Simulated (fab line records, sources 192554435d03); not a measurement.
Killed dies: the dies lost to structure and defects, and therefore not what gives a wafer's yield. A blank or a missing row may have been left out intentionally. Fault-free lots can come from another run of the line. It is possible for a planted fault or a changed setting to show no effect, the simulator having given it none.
Struck lot and sound lot, side by side :: flow n5Finfet :: 40 out of 1938 route steps
Sound: these wafers, L520.3, L520.5, L520.6. Struck: wafer L537.6. (L537.1, L537.4 of the same lot were not struck and are left out.) The cause comes at the end.
At each step with rows: each side's tool, then ch and its chambers, then its first start. Under that, the readings that differ: sound wafers :: struck wafers :: difference of the means :: sigmas: that difference in standard deviations of wafers without a fault.
alike: readings whose means differ by less than 2 such deviations, and words and numbers that are the same on both sides. not compared: withheld readings, readings that some wafer has no value for, bounds like >300 that may hide the same value, and numbers for which the record gives no deviation and whose values overlap.
The two part at a step that has a row with sigmas, a row that says differs or no value, or rows on one side only. Numbers that have no deviation but don't overlap get no sigmas and don't part them. A reading that every wafer of one side lacks parts them only if that side has two wafers or more.

first, 5 steps without rows for these wafers: N5_MOL_CONTACT_COAG_CONTACT_ETCH_14 (etches SiO2 in C4F6/O2, target depth 27.5 nm, overetch 8.5 nm, time 20 s); N5_MOL_CONTACT_COAG_STRIP_109 (strips in C4F6/O2); N5_MOL_CONTACT_COAG_ETCH_15 (etches SiNx in CH3F/O2, stops on Si:P, target depth 7 nm); N5_MOL_CONTACT_COAG_ETCH_110 (etches Si in CF4/O2, target depth 2.5 nm, time 8 s); N5_MOL_CONTACT_COAG_STRIP_98 (strips in N2/H2).
N5_MOL_CONTACT_COAG_CD_MEAS_99: target cd 17.2 nm.
  sound on cdSem-02, day 4 17:23; struck on cdSem-02, day 9 00:38
  alike: cdNm
then, 3 steps without rows for these wafers: N5_MOL_CONTACT_COAG_IMPLANT_129; N5_MOL_CONTACT_COAG_PRECLEAN_111 (cleans in NF3:NH3, afs cycles 1, time 20 s, sublimation time 60 s); N5_MOL_CONTACT_COAG_TI_SIL_19 (material Ti, target thk 4.2 nm, time 15 s).
N5_MOL_CONTACT_COAG_ALD_20: deposits TiN, target thk 1.5 nm, pulse time 1 s, purge time 3 s.
  sound on aldMetal-04 ch 1,2, day 4 17:59; struck on aldMetal-01 ch 3, day 9 02:31
  alike: heaterPowerW, precursorPulseHeightRel
  not compared: sinceWetCleanH
N5_MOL_CONTACT_COAG_SIL_ANNEAL_21: time 60 s.
  sound on rtpAnneal-02 ch 0, day 4 18:26; struck on rtpAnneal-01 ch 0, day 9 02:53
reading: lampPowerPct (%)
sound: 6.87 6.87 6.87
struck: 6.49
difference: -0.38
sigmas: -2

reading: lamp_zone_3_pct (%)
sound: 6.88 6.88 6.87
struck: 6.51
difference: -0.37
sigmas: -2
  alike: wafer_temp_C_max
N5_MOL_CONTACT_COAG_PRE_CLEAN_141: time 60 s.
  sound on pvdSputter-01, day 4 19:11; struck on pvdSputter-02, day 9 03:53
  alike: heaterPowerW
N5_MOL_CONTACT_COAG_SPUTTER_143: material Co, target thk 2.5 nm.
  sound on pvdSputter-01, day 4 19:14; struck on pvdSputter-02, day 9 03:56
  alike: throttleValvePct
then, 10 steps without rows for these wafers: N5_MOL_CONTACT_COAG_CO_FILL_22 (material Co, precursor CCTBA/H2, target thk 20 nm); N5_MOL_CONTACT_COAG_ANNEAL_113 (time 300 s); N5_MOL_CONTACT_COAG_PRE_CLEAN_142 (time 60 s); N5_MOL_CONTACT_COAG_SPUTTER_130 (material Co, target thk 47.5 nm); N5_MOL_CONTACT_COAG_PRECLEAN_125 (cleans in DIW, time 57.5 s); N5_MOL_CONTACT_COAG_SRD_126 (dry time 32 s); N5_MOL_CONTACT_COAG_CMP_23 (polishes, stops on SiO2, t overpolish 1.5 s, target thk 0 nm); N5_MOL_CONTACT_COAG_WET_ETCH_26 (target Co, target depth 13 nm); N5_MOL_CONTACT_COAG_WET_ETCH_116 (etches the open film in SC1-inhibited, target depth 4.6 nm, rinse time 30 s); N5_MOL_CONTACT_COAG_ALD_27 (deposits SiOC, target thk 17 nm, pulse time 1.5 s, time 2720 s).
N5_MOL_CONTACT_COAG_CMP_28: polishes, stops on SiNx, t overpolish 0.85 s, target thk 14.522 nm.
  sound on cmp-03 ch 1,2, day 5 00:23; struck on cmp-02 ch 3, day 9 10:07
  alike: headPressurePsi, motorCurrentA, retainingRingPressureFrac, slurryFlowMlMin, timeToEndpointS
N5_MOL_CONTACT_COAG_THK_MEAS_29:
  sound on filmMetro-02, day 5 00:41; struck on filmMetro-02, day 9 10:22
reading: MD_CAP_THK (nm)
sound: 17.97 18.00 18.06
struck: 17.73
difference: -0.28
sigmas: -4
then, 11 steps without rows for these wafers: N5_MOL_CONTACT_COAG_ALD_123 (deposits SiNx, target thk 5 nm, pulse time 1 s, purge time 2 s); N5_MOL_CONTACT_COAG_PECVD_31 (deposits SiO2 from TEOS/O2, target thk 46 nm, time 8.9 s); N5_MOL_CONTACT_COAG_COAT_75 (time 60 s, resist thk 60 nm); N5_MOL_CONTACT_COAG_COAT_76 (time 60 s, resist thk 10 nm); N5_MOL_CONTACT_COAG_COAT_77 (time 60 s, resist thk 10 nm); N5_MOL_CONTACT_COAG_COAT_78 (resist thk 40 nm); N5_MOL_CONTACT_COAG_EBR_80; N5_MOL_CONTACT_COAG_SOFTBAKE_79 (time 60 s); N5_MOL_CONTACT_COAG_EXPOSE_81 (exposes mask VG, defocus 0 nm); N5_MOL_CONTACT_COAG_PEB_82 (peb time 60 s); N5_MOL_CONTACT_COAG_DEVELOP_83 (develop time 30 s).
N5_MOL_CONTACT_COAG_CD_MEAS_84: target cd 25.1 nm.
  sound on cdSem-01 ch 0, day 5 01:41; struck on cdSem-02 ch 0, day 9 11:15
  alike: cdNm
N5_MOL_CONTACT_COAG_OVL_MEAS_85:
  sound on overlay-02 ch 0, day 5 01:44; struck on overlay-02 ch 0, day 9 11:17
  alike: VG_OVL
N5_MOL_CONTACT_COAG_DESCUM_88: chemistry O2, time 7 s.
  sound on rieDiel-05 ch 2,3, day 5 02:05; struck on rieDiel-05 ch 3, day 9 11:52
  alike: drypumpMotorCurrentA, oesProductAu, rfVppV, showerheadPlenumPTorr, throttleValvePct
  not compared: rfHoursCounterH
-- here the record skips 7 days between the struck wafers' starts before and after, leaving off in module MOL_CONTACT_COAG and picking up in module PASSIVATION (first step shown: number 1936 of the route) --
N5_PASSIVATION_PROBE_49:
  sound on prober-02, day 12 08:25; struck on prober-01, day 16 07:34
reading: defectLimitedYield (%)
sound: 91.8 91.4 89.9
struck: 86.5
difference: -4.5
sigmas: -4

reading: killed_at_M0_to_M3
sound: 43 60 53
struck: 32
difference: -20
sigmas: -2

reading: killed_at_M4_up
sound: 7 7 8
struck: 19
difference: +12
sigmas: +2

reading: killedAtContacts
sound: 20 7 23
struck: 61
difference: +44
sigmas: +8

reading: killedDies
sound: 97 102 119
struck: 159
difference: +53
sigmas: +4

reading: killedOnRim
sound: 13 12 22
struck: 27
difference: +11
sigmas: +3

reading: sort_bin_5_function (%)
sound: 4.7 5.8 5.0
struck: 8.6
difference: +3.4
sigmas: +4

reading: sortNPass
sound: 1083 1078 1061
struck: 1021
difference: -53
sigmas: -4

reading: sortYieldPct (%)
sound: 91.8 91.4 89.9
struck: 86.5
difference: -4.5
sigmas: -4
  alike: killedAtFrontEnd, killedAtOther, killedOpen, killedShort, sort_bin_6_memory

== WHERE THEY PART ==
First at N5_MOL_CONTACT_COAG_SIL_ANNEAL_21; last, within this record, at N5_PASSIVATION_PROBE_49.

WHY: the cause the simulator had injected
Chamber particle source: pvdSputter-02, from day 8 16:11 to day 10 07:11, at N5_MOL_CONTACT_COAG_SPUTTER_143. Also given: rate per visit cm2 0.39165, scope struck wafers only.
